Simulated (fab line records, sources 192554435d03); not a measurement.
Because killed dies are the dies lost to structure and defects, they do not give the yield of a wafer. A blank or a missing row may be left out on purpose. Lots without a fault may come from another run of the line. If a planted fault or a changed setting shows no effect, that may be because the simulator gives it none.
Chamber matching    flow n5 finfet    N5_FIN_SAQP_MANDREL_ETCH_22 on rie si-05: 4 sister chambers
The step etches a-Si in HBr/Cl2, stops on SiNx, target depth 60 nm, bt time 10 s, time 30 s. 16 wafers are shown with their chamber, then 8 later ones without.

## EACH WAFER AND ITS CHAMBER
wafer   chamber  drypump motor current A (A)  throttle valve pct (%)  oes product au (a.u.)
L074.1  3        5.2                          35.28                   0.772
L074.4  2        5.8                          35.59                   0.781
L074.6  3        5.2                          35.26                   0.784
L088.1  0        6.0                          35.49                   0.772
L088.4  3        5.2                          35.28                   0.788
L088.5  3        5.2                          35.30                   0.789
L089.1  1        4.7                          35.75                   0.770
L089.4  0        5.9                          35.49                   0.780
L089.6  3        5.2                          35.27                   0.776
L090.1  2        5.8                          35.63                   0.769
L090.5  2        5.8                          35.64                   0.772
L090.6  3        5.2                          35.28                   0.781
L091.1  3        5.2                          35.30                   0.774
L091.2  0        5.9                          35.51                   0.771
L091.4  1        4.7                          35.74                   0.767
L092.2  1        4.7                          35.72                   0.782

SIGNATURES (averages over the wafers above)
reading                  chamber 0  chamber 1  chamber 2  chamber 3  scatter within a chamber
drypump motor current A  5.933      4.700      5.800      5.200      0.0236
throttle valve pct       35.4967    35.7367    35.6200    35.2814    0.0169
oes product au           0.77433    0.77300    0.77400    0.78057    0.00664
Rule: distance of a wafer from a chamber = root of the sum over the readings of ((wafer's reading minus chamber's mean) / reading's scatter) squared. The wafer belongs to the nearest chamber; if the next one is less than 2 further off, it can't be placed. How the scatter is found: for the shown wafers, subtract from each reading the mean of its chamber, square and add these, divide the total by (wafers less chambers), then take the root.

## WAFERS MISSING THEIR CHAMBER
wafer   drypump motor current A (A)  throttle valve pct (%)  oes product au (a.u.)
L092.4  5.2                          35.27                   0.789
L092.5  5.2                          35.28                   0.793
L093.2  5.8                          35.62                   0.758
L093.4  4.7                          35.74                   0.775
L093.6  5.2                          35.28                   0.782
L094.4  5.8                          35.61                   0.779
L094.5  5.9                          35.47                   0.771
L094.6  4.7                          35.72                   0.780

## EACH ONE'S CHAMBER
wafer   from the rows above  in truth
L092.4  3                    3
L092.5  3                    3
L093.2  2                    2
L093.4  1                    1
L093.6  3                    3
L094.4  2                    2
L094.5  0                    0
L094.6  1                    1
Correct placement for 8 of the 8. Number that these rows cannot place: 0. Placed wrongly: 0.
